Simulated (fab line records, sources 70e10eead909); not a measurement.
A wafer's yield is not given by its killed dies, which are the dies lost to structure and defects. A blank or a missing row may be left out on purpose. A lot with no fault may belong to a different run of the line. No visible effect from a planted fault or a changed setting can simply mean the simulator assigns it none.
fab line records ; flow nandHarc ; part 1 of 2: steps 1 to 4 of 6
[record] lots = 23; wafers = 69; lastDay = 33
route steps=1302 shown A_DECK1_JOINT@539 A_ONON_D2@567 A_CHANNEL_HOLE_D2@598 A_CHANNEL_FILL_D2@614
lots that met no fault: taken from a fault-free run of the same line
startH: hours from the record's first day to the start of the lot's first wafer shown ; waitH: hours since the lot's step before ; " as in the row above ; L1.1+2: a single row standing in for several wafers ; - no value present, or no start provided ; * or withheld: withheld ; < > ~ a bound
route shown NAME@n: NAME is a module with steps in the file, n the number in the route of the first one ; usual: the fault-free wafers' mean and standard deviation ; same: alike in all rows ; chamber/n: place in a boat ; sites: the reading at each site ; _std_site: standard deviation across them ; _edge_site: the outer-site mean with the inner-site mean subtracted ; radiusMm: how far each site lies from the wafer's centre ; mask NAME#n: copy n ; behind: the last tool/chamber to shape the wafer ; hold: what put the lot on hold/how long, in hours/how the hold closed ; device: transistor that didn't switch, given as n, p or np ; end of line: the tests these same wafers got at the end of their route ; for a step that has no rows: nothing shown but its recipe ; killed: dies lost to structure and defects at the first sort, not the wafer's yield ; map: shows each die of a wafer: x if killed, . if not, _ if none is there
set.NAME: the setting the step ran with; set.NAME@STEP: the setting that earlier step ran with ; model.NAME: the simulator's own value behind a step, which no gauge read
route steps across a sampled set of lots; one table per step, one row per wafer
services: when a tool's chamber went out of use (startH, in hours from the record's first day, below 0 if earlier), for how many hours, and the reason
[[steps]]
[step NHARC_A_DECK1_JOINT_CMP_02]
[recipe] material = SiOx
[usual] motorCurrentA = 12.3/1.3
lot.wafer;tool;chamber;startH;waitH;motorCurrentA
L074.3;cmp-02;2;287.70;0.4;13.5
L074.2;cmp-02;3;287.70;0.4;12.3
L074.1;cmp-02;0;287.70;0.4;10.9
L075.3;cmp-01;3;287.72;0.4;10.9
L075.1;cmp-01;1;287.72;0.4;11.5
L075.5;cmp-01;3;287.72;0.4;10.8
L076.1;cmp-03;1;298.60;0.4;12.3
L076.4;cmp-03;3;298.60;0.4;10.5
L076.5;cmp-03;2;298.60;0.4;14.3
L077.2;cmp-01;2;307.72;0.4;12.5
L077.4;cmp-01;3;307.72;0.4;11.3
L077.6;cmp-01;0;307.72;0.4;13.1
L078.2;cmp-02;1;318.10;0.4;10.8
L078.3;cmp-02;2;318.10;0.4;14.1
L078.1;cmp-02;3;318.10;0.4;13.4
L079.1;cmp-01;1;326.52;0.4;11.7
L079.2;cmp-01;2;326.52;0.4;13.7
L079.3;cmp-01;3;326.52;0.4;11.0
L080.2;cmp-03;0;336.78;0.4;12.4
L080.1;cmp-03;2;336.78;0.4;15.0
L080.6;cmp-03;0;336.78;0.4;12.3
L081.3;cmp-03;2;346.64;0.4;15.0
L081.1;cmp-03;3;346.64;0.4;10.9
L081.5;cmp-03;3;346.64;0.4;10.9
L082.1;cmp-01;1;357.65;0.4;12.5
L082.3;cmp-01;2;357.65;0.4;13.0
L082.2;cmp-01;0;357.65;0.4;12.3
L083.1;cmp-03;0;357.67;0.4;13.2
L083.2;cmp-03;1;357.67;0.4;12.2
L083.6;cmp-03;3;357.67;0.4;10.7
L084.2;cmp-03;2;382.70;0.4;14.2
L084.3;cmp-03;3;382.70;0.4;10.5
L084.6;cmp-03;1;382.70;0.4;11.6
L085.4;cmp-03;0;382.88;0.4;13.0
L085.1;cmp-03;1;382.88;0.4;12.0
L085.5;cmp-03;3;382.88;0.4;10.8
L086.2;cmp-01;1;396.32;0.4;12.1
L086.1;cmp-01;0;396.32;0.4;13.0
L086.5;cmp-01;2;396.32;0.4;14.0
L087.4;cmp-02;0;416.78;0.4;10.6
L087.2;cmp-02;1;416.78;0.4;11.3
L087.1;cmp-02;3;416.78;0.4;13.1
L088.4;cmp-01;3;425.76;0.4;10.4
L088.2;cmp-01;0;425.76;0.4;13.0
L088.5;cmp-01;3;425.76;0.4;10.2
L089.1;cmp-03;3;425.78;0.4;11.0
L089.2;cmp-03;0;425.78;0.4;13.1
L089.6;cmp-03;2;425.78;0.4;14.3
L091.2;cmp-02;3;444.31;0.4;12.4
L091.3;cmp-02;0;444.31;0.4;10.8
L091.4;cmp-02;1;444.31;0.4;11.1
L090.3;cmp-03;1;444.34;0.4;11.5
L090.1;cmp-03;2;444.34;0.4;14.2
L090.6;cmp-03;0;444.34;0.4;13.5
L093.1;cmp-03;1;476.13;0.4;11.4
L093.3;cmp-03;2;476.13;0.4;15.0
L093.4;cmp-03;3;476.13;0.4;10.6
L092.4;cmp-01;2;476.16;0.4;13.3
L092.2;cmp-01;3;476.16;0.4;10.9
L092.3;cmp-01;0;476.16;0.4;12.5
L095.1;cmp-03;2;476.92;0.4;14.9
L095.2;cmp-03;0;476.92;0.4;13.1
L095.5;cmp-03;2;476.92;0.4;15.2
L096.1;cmp-02;3;482.63;0.5;13.3
L096.2;cmp-02;0;482.63;0.5;10.4
L096.5;cmp-02;3;482.63;0.5;13.7
L097.3;cmp-01;0;505.76;0.4;12.3
L097.4;cmp-01;1;505.76;0.4;11.7
L097.2;cmp-01;3;505.76;0.4;10.8
[step NHARC_A_ONON_D2_THK_MEAS_34]
[recipe] thkMeasGauge = ellipsometry
[usual] thkNm = 199.8/2.8
lot.wafer;tool;chamber;startH;waitH;thkNm
L074.1;filmMetro-01;-;302.00;-;197.8
L074.2;filmMetro-01;-;302.00;-;199.1
L074.3;filmMetro-01;-;302.00;-;198.2
L075.1;filmMetro-02;-;302.01;-;199.2
L075.3;filmMetro-02;-;302.01;-;199.8
L075.5;filmMetro-02;-;302.01;-;198.3
L076.1;filmMetro-01;-;315.53;-;200.1
L076.4;filmMetro-01;-;315.53;-;202.9
L076.5;filmMetro-01;-;315.53;-;206.6
L077.2;filmMetro-01;-;327.33;-;196.9
L077.4;filmMetro-01;-;327.33;-;198.2
L077.6;filmMetro-01;-;327.33;-;201.6
L078.1;filmMetro-01;-;332.42;-;199.0
L078.2;filmMetro-01;-;332.42;-;196.9
L078.3;filmMetro-01;-;332.42;-;199.9
L079.1;filmMetro-02;-;341.44;-;199.9
L079.2;filmMetro-02;-;341.44;-;201.5
L079.3;filmMetro-02;-;341.44;-;197.6
L080.1;filmMetro-01;-;351.10;-;196.5
L080.2;filmMetro-01;-;351.10;-;193.9
L080.6;filmMetro-01;-;351.10;-;198.8
L081.1;filmMetro-02;-;360.78;0.4;195.6
L081.3;filmMetro-02;-;360.78;0.4;197.8
L081.5;filmMetro-02;-;360.78;0.4;200.8
L082.1;filmMetro-02;-;371.31;-;198.4
L082.2;filmMetro-02;-;371.31;-;196.4
L082.3;filmMetro-02;-;371.31;-;196.5
L083.1;filmMetro-02;-;371.60;-;198.7
L083.2;filmMetro-02;-;371.60;-;197.6
L083.6;filmMetro-02;-;371.60;-;201.7
L084.2;filmMetro-01;-;396.31;-;200.1
L084.3;filmMetro-01;-;396.31;-;198.2
L084.6;filmMetro-01;-;396.31;-;202.2
L085.1;filmMetro-02;-;396.34;-;196.9
L085.4;filmMetro-02;-;396.34;-;199.1
L085.5;filmMetro-02;-;396.34;-;204.1
L086.1;filmMetro-01;-;410.33;-;197.5
L086.2;filmMetro-01;-;410.33;-;200.9
L086.5;filmMetro-01;-;410.33;-;200.2
L087.1;filmMetro-01;-;431.09;-;193.2
L087.2;filmMetro-01;-;431.09;-;195.7
L087.4;filmMetro-01;-;431.09;-;200.8
L089.1;filmMetro-02;-;441.57;-;197.0
L089.2;filmMetro-02;-;441.57;-;197.1
L089.6;filmMetro-02;-;441.57;-;197.3
L088.2;filmMetro-01;-;441.77;0.5;201.3
L088.4;filmMetro-01;-;441.77;0.5;201.4
L088.5;filmMetro-01;-;441.77;0.5;204.0
L090.1;filmMetro-02;-;457.93;-;195.6
L090.3;filmMetro-02;-;457.93;-;197.3
L090.6;filmMetro-02;-;457.93;-;204.5
L091.2;filmMetro-01;-;457.93;-;198.0
L091.3;filmMetro-01;-;457.93;-;200.7
L091.4;filmMetro-01;-;457.93;-;203.4
L092.2;filmMetro-01;-;490.15;-;201.1
L092.3;filmMetro-01;-;490.15;-;200.9
L092.4;filmMetro-01;-;490.15;-;205.7
L093.1;filmMetro-02;-;490.16;-;197.7
L093.3;filmMetro-02;-;490.16;-;197.0
L093.4;filmMetro-02;-;490.16;-;200.6
L095.1;filmMetro-02;-;490.42;-;199.3
L095.2;filmMetro-02;-;490.42;-;200.2
L095.5;filmMetro-02;-;490.42;-;200.2
L096.1;filmMetro-02;-;497.05;-;195.4
L096.2;filmMetro-02;-;497.05;-;194.1
L096.5;filmMetro-02;-;497.05;-;200.1
L097.2;filmMetro-01;-;519.48;-;198.4
L097.3;filmMetro-01;-;519.48;-;200.8
L097.4;filmMetro-01;-;519.48;-;201.3
[step NHARC_A_CHANNEL_HOLE_D2_ETCH_26]
[recipe] biasV = 300; sourceW = 2000; pressureMtorr = 30; timeS = 224.1; arFlowSccm = 375; c4f8FlowSccm = 11.4; o2FlowSccm = 113.6; tempC = -20; targetDepthA = 3000; chemistry = C4F8/O2/Ar
[usual] c4f8FlowSccm = 11.40/0.035; drypumpMotorCurrentA = 5.9/0.35; o2FlowSccm = 113.7/0.34; oesAirLineAu = 0.994/0.018; showerheadPlenumPTorr = 3.73/0.16; throttleValvePct = 24.586/0.0083
[same] timeS = 224.1
lot.wafer;tool;chamber;startH;waitH;c4f8FlowSccm;drypumpMotorCurrentA;o2FlowSccm;oesAirLineAu;rfHoursCounterH;showerheadPlenumPTorr;throttleValvePct
L074.1;harEtch-02;1;309.91;0.7;11.42;5.8;113.3;1.017;360;3.66;24.576
L074.2;harEtch-02;0;309.91;0.7;11.36;5.5;113.6;0.983;374;3.57;24.588
L074.3;harEtch-02;1;309.91;0.7;11.39;5.8;113.6;1.005;-;3.66;24.570
L075.1;harEtch-01;1;311.73;0.7;11.39;6.1;113.9;0.995;161;3.74;24.595
L075.3;harEtch-01;1;311.73;0.7;11.40;6.1;113.6;0.991;-;3.74;24.567
L075.5;harEtch-01;0;311.73;0.7;11.41;6.4;113.4;1.006;-;3.61;24.585
L076.1;harEtch-01;0;326.78;0.6;11.43;6.4;114.0;0.971;168;3.61;24.606
L076.4;harEtch-01;1;326.78;0.6;11.37;6.1;113.3;0.979;-;3.74;24.589
L076.5;harEtch-01;0;326.78;0.6;11.40;6.4;113.6;0.982;-;3.61;24.575
L077.2;harEtch-02;0;338.30;0.7;11.35;5.5;113.2;0.987;390;3.56;24.585
L077.4;harEtch-02;0;338.30;0.7;11.34;5.5;113.5;0.974;-;3.56;24.590
L077.6;harEtch-02;1;338.30;0.7;11.35;5.8;113.8;0.970;-;3.65;24.576
L078.2;harEtch-01;1;344.17;0.7;11.32;6.1;113.4;1.009;180;3.73;24.582
L078.1;harEtch-01;0;344.17;0.7;11.38;6.4;113.2;0.969;180;3.60;24.604
L078.3;harEtch-01;0;344.17;0.7;11.39;6.4;113.7;0.972;-;3.60;24.580
L079.1;harEtch-02;1;349.47;0.7;11.38;5.8;113.3;0.975;383;3.64;24.590
L079.2;harEtch-02;0;349.47;0.7;11.35;5.5;113.3;0.962;397;3.56;24.573
L079.3;harEtch-02;0;349.47;0.7;11.40;5.5;113.6;0.970;-;3.56;24.598
L080.1;harEtch-01;0;359.77;0.7;11.41;6.4;113.9;0.979;188;3.60;24.580
L080.2;harEtch-01;1;359.77;0.7;11.38;6.1;113.1;0.994;188;3.73;24.594
L080.6;harEtch-01;0;359.77;0.7;11.45;6.4;114.0;0.993;-;3.60;24.587
L081.1;harEtch-02;0;368.60;0.6;11.40;5.5;113.9;1.007;409;3.55;24.579
L081.3;harEtch-02;0;368.60;0.6;11.36;5.5;114.4;1.005;-;3.55;24.571
L081.5;harEtch-02;0;368.60;0.6;11.42;5.5;113.9;1.025;-;3.55;24.604
L082.2;harEtch-02;0;379.12;0.7;11.40;5.5;113.7;0.981;416;3.55;24.580
L082.1;harEtch-02;1;379.12;0.7;11.35;5.7;113.3;0.959;402;3.63;24.584
L082.3;harEtch-02;0;379.12;0.7;11.41;5.5;113.7;0.983;-;3.55;24.575
L083.1;harEtch-01;0;380.35;0.7;11.44;6.4;113.6;1.020;203;3.59;24.596
L083.2;harEtch-01;1;380.35;0.7;11.35;6.1;114.5;1.014;203;3.72;24.592
L083.6;harEtch-01;0;380.35;0.7;11.36;6.4;113.9;1.024;-;3.59;24.597
L085.1;harEtch-01;0;404.23;0.6;11.39;6.4;114.3;1.015;222;3.58;24.592
L085.4;harEtch-01;1;404.23;0.6;11.44;6.1;113.1;1.006;-;3.71;24.591
L085.5;harEtch-01;0;404.23;0.6;11.30;6.4;113.9;1.042;-;3.58;24.598
L084.2;harEtch-02;1;407.95;0.6;11.40;5.7;113.2;0.972;8;3.99;24.580
L084.3;harEtch-02;1;407.95;0.6;11.37;5.8;112.9;1.011;-;3.99;24.580
L084.6;harEtch-02;0;407.95;0.6;11.38;5.5;113.7;1.001;-;3.99;24.600
L086.2;harEtch-01;1;421.05;0.7;11.42;6.2;113.5;0.998;233;3.70;24.587
L086.1;harEtch-01;0;421.05;0.7;11.39;6.4;113.4;0.971;233;3.57;24.581
L086.5;harEtch-01;0;421.05;0.7;11.39;6.4;114.2;0.972;-;3.57;24.586
L087.2;harEtch-02;1;442.86;0.7;11.36;5.8;113.4;0.995;22;3.98;24.584
L087.1;harEtch-02;0;442.86;0.7;11.40;5.5;113.5;1.002;22;3.98;24.586
L087.4;harEtch-02;0;442.86;0.7;11.39;5.5;113.3;1.007;-;3.98;24.584
L089.2;harEtch-02;1;451.17;0.7;11.47;5.7;113.7;0.965;30;3.97;24.590
L089.1;harEtch-02;0;451.17;0.7;11.41;5.5;113.6;1.004;30;3.97;24.590
L089.6;harEtch-02;0;451.17;0.7;11.36;5.5;113.5;1.015;-;3.97;24.588
L088.2;harEtch-01;1;453.10;0.7;11.48;6.1;113.8;1.019;253;3.69;24.601
L088.4;harEtch-01;1;453.10;0.7;11.45;6.1;114.0;0.991;-;3.69;24.585
L088.5;harEtch-01;1;453.10;0.7;11.43;6.1;113.8;0.982;-;3.69;24.568
L091.2;harEtch-01;0;471.39;0.6;11.45;6.4;113.8;0.993;260;3.56;24.581
L091.3;harEtch-01;1;471.39;0.6;11.44;6.1;113.6;0.998;-;3.68;24.594
L091.4;harEtch-01;0;471.39;0.6;11.42;6.4;113.9;0.962;-;3.56;24.581
L090.1;harEtch-02;1;471.43;0.6;11.33;5.7;113.5;1.012;42;3.97;24.589
L090.3;harEtch-02;1;471.43;0.6;11.35;5.8;113.3;1.004;-;3.97;24.586
L090.6;harEtch-02;1;471.43;0.6;11.36;5.7;114.1;1.003;-;3.97;24.591
L092.2;harEtch-01;0;499.85;0.6;11.40;6.4;113.7;1.017;275;3.55;24.576
L092.4;harEtch-01;1;499.85;0.6;11.44;6.1;114.1;0.984;-;3.68;24.586
L092.3;harEtch-01;0;499.85;0.6;11.41;6.4;114.1;1.005;-;3.55;24.574
L093.1;harEtch-02;1;502.13;0.6;11.41;5.7;113.7;0.991;57;3.96;24.575
L093.3;harEtch-02;0;502.13;0.6;11.36;5.5;114.2;1.014;-;3.96;24.593
L093.4;harEtch-02;1;502.13;0.6;11.42;5.7;113.5;1.011;-;3.96;24.578
L095.2;harEtch-01;1;503.96;0.7;11.40;6.1;113.9;0.989;279;3.67;24.594
L095.1;harEtch-01;0;503.96;0.7;11.40;6.4;113.2;1.003;279;3.55;24.575
L095.5;harEtch-01;0;503.96;0.7;11.38;6.4;113.7;0.984;-;3.55;24.573
L096.2;harEtch-01;0;509.92;0.7;11.31;6.4;113.5;0.964;283;3.55;24.586
L096.1;harEtch-01;1;509.92;0.7;11.41;6.1;113.5;1.010;283;3.67;24.584
L096.5;harEtch-01;1;509.92;0.7;11.42;6.1;114.3;1.009;-;3.67;24.578
L097.2;harEtch-02;0;527.39;0.7;11.45;5.5;113.8;0.996;76;3.95;24.595
L097.4;harEtch-02;0;527.39;0.7;11.44;5.5;113.7;0.980;-;3.95;24.584
L097.3;harEtch-02;1;527.39;0.7;11.44;5.8;113.6;0.995;-;3.95;24.589
[step NHARC_A_CHANNEL_HOLE_D2_ETCH_44]
[recipe] targetDepthA = 1400; overetchA = 140; timeS = 77; ionEnergyEv = 100; cf4FlowSccm = 80; o2FlowSccm = 20; arFlowSccm = 0; rfW = 300; biasW = 100; chemistry = CF4/O2
[usual] cf4FlowSccm = 80.01/0.23; drypumpMotorCurrentA = 5.8/0.39; o2FlowSccm = 19.99/0.054; oesProductAu = 1.000/0.009; rfVppV = 197.7/1.3; showerheadPlenumPTorr = 1.34/0.052; throttleValvePct = 13.398/0.0091
[same] timeS = 77
lot.wafer;tool;chamber;startH;waitH;cf4FlowSccm;drypumpMotorCurrentA;o2FlowSccm;oesProductAu;rfHoursCounterH;rfVppV;showerheadPlenumPTorr;throttleValvePct
L074.1;rieDiel-02;3;310.85;0.0;79.72;6.0;19.97;1.003;5;197.7;1.33;13.398
L074.2;rieDiel-02;0;310.85;0.0;79.88;5.6;19.98;1.010;4;197.5;1.40;13.399
L074.3;rieDiel-02;1;310.85;0.0;79.69;5.9;19.93;1.007;5;197.0;1.30;13.395
L075.3;rieDiel-02;2;312.68;0.1;80.17;6.0;19.98;0.994;3;197.0;1.34;13.398
L075.1;rieDiel-02;1;312.68;0.1;80.26;5.9;20.00;1.004;5;195.7;1.30;13.406
L075.5;rieDiel-02;3;312.68;0.1;80.21;6.0;19.99;1.007;-;198.5;1.33;13.399
L076.4;rieDiel-06;1;327.73;0.1;79.93;5.8;20.08;1.008;0;197.9;1.34;13.396
L076.1;rieDiel-06;2;327.73;0.1;80.23;6.4;19.85;0.994;0;196.4;1.25;13.406
L076.5;rieDiel-06;3;327.73;0.1;79.71;4.8;19.96;1.001;-;199.4;1.44;13.401
L077.4;rieDiel-06;0;339.25;0.1;79.49;6.1;19.98;1.006;1;198.6;1.34;13.398
L077.2;rieDiel-06;2;339.25;0.1;80.04;6.4;20.04;0.989;1;196.3;1.25;13.409
L077.6;rieDiel-06;0;339.25;0.1;79.91;6.1;19.94;1.000;-;198.8;1.35;13.385
L078.1;rieDiel-06;3;345.15;0.1;79.81;4.9;20.03;0.987;1;200.3;1.44;13.421
L078.3;rieDiel-06;1;345.15;0.1;80.29;5.8;19.99;0.989;1;197.3;1.34;13.395
L078.2;rieDiel-06;2;345.15;0.1;79.95;6.4;19.90;0.989;1;195.4;1.25;13.386
L079.3;rieDiel-02;3;350.42;0.1;80.15;6.0;19.94;1.003;8;196.8;1.33;13.387
L079.1;rieDiel-02;0;350.42;0.1;80.00;5.7;19.99;0.999;6;199.3;1.40;13.400
L079.2;rieDiel-02;2;350.42;0.1;80.14;6.0;20.07;0.986;5;198.1;1.34;13.403
L080.2;rieDiel-02;3;360.71;0.1;80.07;6.0;19.88;1.010;8;198.0;1.33;13.387
L080.1;rieDiel-02;1;360.71;0.1;80.42;5.9;20.00;1.003;8;197.0;1.30;13.375
L080.6;rieDiel-02;3;360.71;0.1;80.08;6.0;19.99;1.014;-;197.1;1.33;13.396
L081.3;rieDiel-02;2;369.51;0.1;80.01;6.0;20.00;1.001;6;197.2;1.34;13.388
L081.1;rieDiel-02;1;369.51;0.1;79.64;5.9;19.90;1.011;9;198.3;1.30;13.396
L081.5;rieDiel-02;3;369.51;0.1;80.11;6.0;20.01;1.003;-;197.9;1.33;13.397
L082.2;rieDiel-02;2;380.08;0.1;80.21;6.0;20.09;1.005;7;199.0;1.34;13.409
L082.3;rieDiel-02;3;380.08;0.1;79.90;6.0;19.96;1.006;10;198.4;1.33;13.410
L082.1;rieDiel-02;0;380.08;0.1;80.25;5.6;20.02;1.014;8;197.6;1.40;13.397
L083.2;rieDiel-02;0;381.31;0.1;79.71;5.6;20.02;1.000;8;199.9;1.39;13.406
L083.1;rieDiel-02;2;381.31;0.1;80.18;6.0;20.06;0.992;7;198.6;1.34;13.388
L083.6;rieDiel-02;0;381.31;0.1;79.83;5.6;19.96;1.004;-;197.7;1.39;13.391
L085.4;rieDiel-02;1;405.14;0.1;80.32;5.9;20.05;0.999;0;195.6;1.30;13.402
L085.1;rieDiel-02;3;405.14;0.1;80.13;6.0;19.91;1.006;0;198.9;1.33;13.402
L085.5;rieDiel-02;2;405.14;0.1;79.94;6.0;19.92;0.989;-;197.6;1.34;13.410
L084.3;rieDiel-12;2;408.86;0.0;80.15;5.8;19.92;0.999;7;196.5;1.25;13.407
L084.2;rieDiel-12;0;408.86;0.0;79.73;6.0;19.90;0.985;7;196.4;1.29;13.389
L084.6;rieDiel-12;2;408.86;0.0;79.75;5.8;19.87;0.995;-;195.2;1.25;13.402
L086.2;rieDiel-06;3;422.00;0.1;79.76;4.9;19.91;0.988;6;200.2;1.43;13.412
L086.1;rieDiel-06;2;422.00;0.1;80.11;6.4;20.05;0.977;6;195.3;1.25;13.411
L086.5;rieDiel-06;3;422.00;0.1;80.05;4.8;19.99;0.983;-;200.5;1.43;13.399
L087.2;rieDiel-12;2;443.81;0.1;80.32;5.8;20.01;1.004;10;195.5;1.25;13.394
L087.4;rieDiel-12;3;443.81;0.1;79.92;6.2;20.03;1.007;10;198.0;1.31;13.383
L087.1;rieDiel-12;0;443.81;0.1;80.32;6.0;19.92;0.991;9;197.9;1.29;13.376
L089.2;rieDiel-06;3;452.15;0.1;79.73;4.8;20.00;0.986;7;198.7;1.43;13.393
L089.1;rieDiel-06;2;452.15;0.1;80.13;6.4;19.97;0.995;7;197.1;1.25;13.395
L089.6;rieDiel-06;1;452.15;0.1;79.89;5.8;19.97;0.990;-;196.9;1.34;13.402
L088.2;rieDiel-02;1;454.08;0.1;80.01;5.9;19.99;1.010;2;197.0;1.30;13.398
L088.5;rieDiel-02;2;454.08;0.1;79.73;6.0;20.05;1.011;-;197.5;1.34;13.417
L088.4;rieDiel-02;0;454.08;0.1;80.03;5.6;20.02;0.994;-;199.8;1.39;13.399
L091.3;rieDiel-12;2;472.30;0.1;79.83;5.8;20.02;1.010;2;196.5;1.25;13.395
L091.2;rieDiel-12;3;472.30;0.1;79.85;6.2;20.12;1.011;1;198.0;1.31;13.406
L091.4;rieDiel-12;1;472.30;0.1;80.11;5.3;19.99;0.995;2;196.3;1.30;13.397
L090.3;rieDiel-02;0;472.39;0.1;79.41;5.6;19.91;1.006;4;199.1;1.39;13.392
L090.1;rieDiel-02;1;472.39;0.1;80.05;5.9;20.02;1.015;3;195.3;1.30;13.400
L090.6;rieDiel-02;0;472.39;0.1;79.67;5.6;19.94;1.002;-;198.2;1.39;13.397
L092.4;rieDiel-06;3;500.77;0.0;79.76;4.9;20.02;1.003;1;201.3;1.43;13.404
L092.3;rieDiel-06;0;500.77;0.0;80.20;6.0;19.98;0.990;1;198.6;1.34;13.388
L092.2;rieDiel-06;2;500.77;0.0;79.98;6.4;20.02;0.980;1;195.2;1.25;13.381
L093.4;rieDiel-02;1;503.05;0.0;80.35;5.9;19.99;1.004;4;197.8;1.30;13.399
L093.1;rieDiel-02;2;503.05;0.0;80.33;6.0;19.97;1.000;5;197.3;1.34;13.423
L093.3;rieDiel-02;3;503.05;0.0;80.01;6.0;20.01;1.011;3;198.1;1.33;13.382
L095.2;rieDiel-06;2;505.05;0.1;79.88;6.4;20.01;0.980;1;195.7;1.25;13.390
L095.1;rieDiel-06;0;505.05;0.1;80.03;6.1;20.01;0.983;1;197.8;1.34;13.389
L095.5;rieDiel-06;2;505.05;0.1;80.06;6.4;19.95;0.977;-;195.5;1.25;13.416
L096.2;rieDiel-06;0;510.86;0.1;79.66;6.0;20.08;0.989;2;198.2;1.34;13.394
L096.1;rieDiel-06;1;510.86;0.1;79.80;5.8;20.02;0.995;1;198.9;1.34;13.410
L096.5;rieDiel-06;1;510.86;0.1;79.98;5.8;20.01;0.992;-;198.0;1.34;13.412
L097.3;rieDiel-06;2;528.35;0.1;79.68;6.4;20.00;0.992;2;196.5;1.25;13.393
L097.2;rieDiel-06;3;528.35;0.1;80.10;4.8;20.02;0.998;3;200.3;1.43;13.381
L097.4;rieDiel-06;0;528.35;0.1;80.16;6.1;19.91;0.990;3;197.5;1.34;13.388
